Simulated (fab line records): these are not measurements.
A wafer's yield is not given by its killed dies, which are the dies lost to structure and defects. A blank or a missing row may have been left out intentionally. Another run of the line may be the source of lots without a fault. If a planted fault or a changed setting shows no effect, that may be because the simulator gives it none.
Lot-split experiment :: flow n5-finfet :: 21 wafers read from 7 lots, route of 1938 steps

== SPLIT DETAILS ==
At N5_HKMG_FIN_ETCH_35 (etches SOC in N2/H2, target depth 215.8 nm, time 243.4 s), the setting source-w was moved away from the recipe's 3000 W on 6 of the 21 wafers read, by -8.0% to +17.1%. For the rest of the wafers, this setting stayed at what the recipe calls for.

The reading is taken at the split's own step.

== THE READING ==
rf-vpp-V, in V, at N5_HKMG_FIN_ETCH_35 (etches SOC in N2/H2, target depth 215.8 nm, time 243.4 s). Typical for fault-free wafers on this fab line: 141.2 V, with standard deviation 0.91 V.

wafer: L085.1
tool, chamber at the split: rie-diel-03, 3
source-w as run, W: 2761
against the recipe: -8.0%
rf-vpp-V, V: 146.6
against lot-mates on the recipe: +5.5

wafer: L085.2
tool, chamber at the split: rie-diel-03, 0
source-w as run, W: 3000
against the recipe: recipe
rf-vpp-V, V: 141.1
against lot-mates on the recipe: -

wafer: L085.6
tool, chamber at the split: rie-diel-03, 1
source-w as run, W: 2761
against the recipe: -8.0%
rf-vpp-V, V: 145.7
against lot-mates on the recipe: +4.6

wafer: L086.1
tool, chamber at the split: rie-diel-03, 0
source-w as run, W: 3000
against the recipe: recipe
rf-vpp-V, V: 141.5
against lot-mates on the recipe: -

wafer: L086.2
tool, chamber at the split: rie-diel-03, 2
source-w as run, W: 3163
against the recipe: +5.4%
rf-vpp-V, V: 139.5
against lot-mates on the recipe: -2.1

wafer: L086.5
tool, chamber at the split: rie-diel-03, 2
source-w as run, W: 3000
against the recipe: recipe
rf-vpp-V, V: 141.6
against lot-mates on the recipe: -

wafer: L088.1
tool, chamber at the split: rie-diel-02, 1
source-w as run, W: 3000
against the recipe: recipe
rf-vpp-V, V: 140.5
against lot-mates on the recipe: -

wafer: L088.2
tool, chamber at the split: rie-diel-02, 0
source-w as run, W: 3000
against the recipe: recipe
rf-vpp-V, V: 142.5
against lot-mates on the recipe: -

wafer: L088.3
tool, chamber at the split: rie-diel-02, 2
source-w as run, W: 3000
against the recipe: recipe
rf-vpp-V, V: 139.8
against lot-mates on the recipe: -

wafer: L090.1
tool, chamber at the split: rie-diel-03, 2
source-w as run, W: 3000
against the recipe: recipe
rf-vpp-V, V: 141.9
against lot-mates on the recipe: -

wafer: L090.2
tool, chamber at the split: rie-diel-03, 1
source-w as run, W: 3000
against the recipe: recipe
rf-vpp-V, V: 140.5
against lot-mates on the recipe: -

wafer: L090.3
tool, chamber at the split: rie-diel-03, 0
source-w as run, W: 3000
against the recipe: recipe
rf-vpp-V, V: 142.4
against lot-mates on the recipe: -

wafer: L091.3
tool, chamber at the split: rie-diel-03, 2
source-w as run, W: 3000
against the recipe: recipe
rf-vpp-V, V: 141.8
against lot-mates on the recipe: -

wafer: L091.4
tool, chamber at the split: rie-diel-03, 0
source-w as run, W: 3000
against the recipe: recipe
rf-vpp-V, V: 142.4
against lot-mates on the recipe: -

wafer: L091.6
tool, chamber at the split: rie-diel-03, 2
source-w as run, W: 3000
against the recipe: recipe
rf-vpp-V, V: 141.1
against lot-mates on the recipe: -

wafer: L094.2
tool, chamber at the split: rie-diel-02, 1
source-w as run, W: 3512
against the recipe: +17.1%
rf-vpp-V, V: 133.3
against lot-mates on the recipe: -7.7

wafer: L094.5
tool, chamber at the split: rie-diel-02, 0
source-w as run, W: 3000
against the recipe: recipe
rf-vpp-V, V: 140.9
against lot-mates on the recipe: -

wafer: L094.6
tool, chamber at the split: rie-diel-02, 1
source-w as run, W: 3000
against the recipe: recipe
rf-vpp-V, V: 141.1
against lot-mates on the recipe: -

wafer: L096.3
tool, chamber at the split: rie-diel-02, 0
source-w as run, W: 3318
against the recipe: +10.6%
rf-vpp-V, V: 136.7
against lot-mates on the recipe: -5.0

wafer: L096.4
tool, chamber at the split: rie-diel-02, 2
source-w as run, W: 3000
against the recipe: recipe
rf-vpp-V, V: 141.7
against lot-mates on the recipe: -

wafer: L096.5
tool, chamber at the split: rie-diel-02, 3
source-w as run, W: 3318
against the recipe: +10.6%
rf-vpp-V, V: 137.0
against lot-mates on the recipe: -4.7

FIT RESULTS
A straight line over all 21 wafers: rf-vpp-V changes by -0.484 V for each +1% of source-w; r = -0.96; the points scatter about the line by 0.76 V.
The same after taking each lot's own level away (the mean of its wafers on the recipe; 21 wafers): -0.493 V for each +1%; r = -0.97; scatter 0.73 V.
According to that fit, moving source-w by its largest amount changes the reading by 8.4 V.
Measured against the standard deviation above, the lots' own levels, which go from 140.93 to 141.77 V, span 0.9 times it.
The two slopes agree, so the slope changes little with the lot-to-lot level.
Check: with one of the wafers moved furthest among these (+17.1%) left out of the fit, the line predicts -8.6 V for it against its lot-mates. It came out at -7.7 V against them.
Tool readings at the split's step, against how far the setting was moved: rf-vpp-V r = -0.96.

== THE OTHER SPLITS THESE WAFERS WENT THROUGH ==
Before the reading, these wafers also passed through other splits. Each is held against what the fit with the lots' levels taken away leaves over:
other split on the same wafers: N5_WELL_APT_COAT_02 spin-rpm
wafers away from the commonest value: 9
r with rf-vpp-V (lot level and that fit taken away): +0.12

other split on the same wafers: N5_WELL_APT_EXPOSE_22 dose-mj
wafers away from the commonest value: 2
r with rf-vpp-V (lot level and that fit taken away): -0.41

other split on the same wafers: N5_WELL_APT_PEB_23 peb-temp-c
wafers away from the commonest value: 8
r with rf-vpp-V (lot level and that fit taken away): +0.29

other split on the same wafers: N5_FIN_SAQP_PEB_14 peb-time-s
wafers away from the commonest value: 7
r with rf-vpp-V (lot level and that fit taken away): +0.22

other split on the same wafers: N5_FIN_SAQP_DEVELOP_15 develop-time-s
wafers away from the commonest value: 7
r with rf-vpp-V (lot level and that fit taken away): +0.23

other split on the same wafers: N5_DUMMY_GATE_PECVD_30 time-s
wafers away from the commonest value: 4
r with rf-vpp-V (lot level and that fit taken away): +0.02

other split on the same wafers: N5_DUMMY_GATE_COAT_09 spin-rpm
wafers away from the commonest value: 3
r with rf-vpp-V (lot level and that fit taken away): +0.02

other split on the same wafers: N5_SD_EPI_P_PEB_07 peb-time-s
wafers away from the commonest value: 7
r with rf-vpp-V (lot level and that fit taken away): -0.16

== THE WHOLE CHAIN: every reading that the file lists as answering this split, in the file's order ==
step: N5_HKMG_FIN_ETCH_35
what it does: etches SOC in N2/H2, target depth 215.8 nm, time 243.4 s
reading: rf-vpp-V
change (the file's fit): -0.47 V for each +1% of the setting
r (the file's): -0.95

step: N5_HKMG_FIN_ETCH_35
what it does: etches SOC in N2/H2, target depth 215.8 nm, time 243.4 s
reading: etch.depth-nm (the simulator's own value, which no gauge read)
change (the file's fit): +1.87 nm for each +1% of the setting
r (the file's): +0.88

step: N5_HKMG_FIN_ETCH_35
what it does: etches SOC in N2/H2, target depth 215.8 nm, time 243.4 s
reading: SOC_of_HKMG_FIN_COAT_29.thk-nm (the simulator's own value, which no gauge read)
change (the file's fit): -1.87 nm for each +1% of the setting
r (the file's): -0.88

step: N5_HKMG_FIN_ETCH_35
what it does: etches SOC in N2/H2, target depth 215.8 nm, time 243.4 s
reading: HKMG_FIN.feature-depth-nm (the simulator's own value, which no gauge read)
change (the file's fit): +1.87 nm for each +1% of the setting
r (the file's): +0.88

== FILE'S OWN FIT ==
rf-vpp-V changes by -0.47 V for each +1% of source-w, r = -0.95.
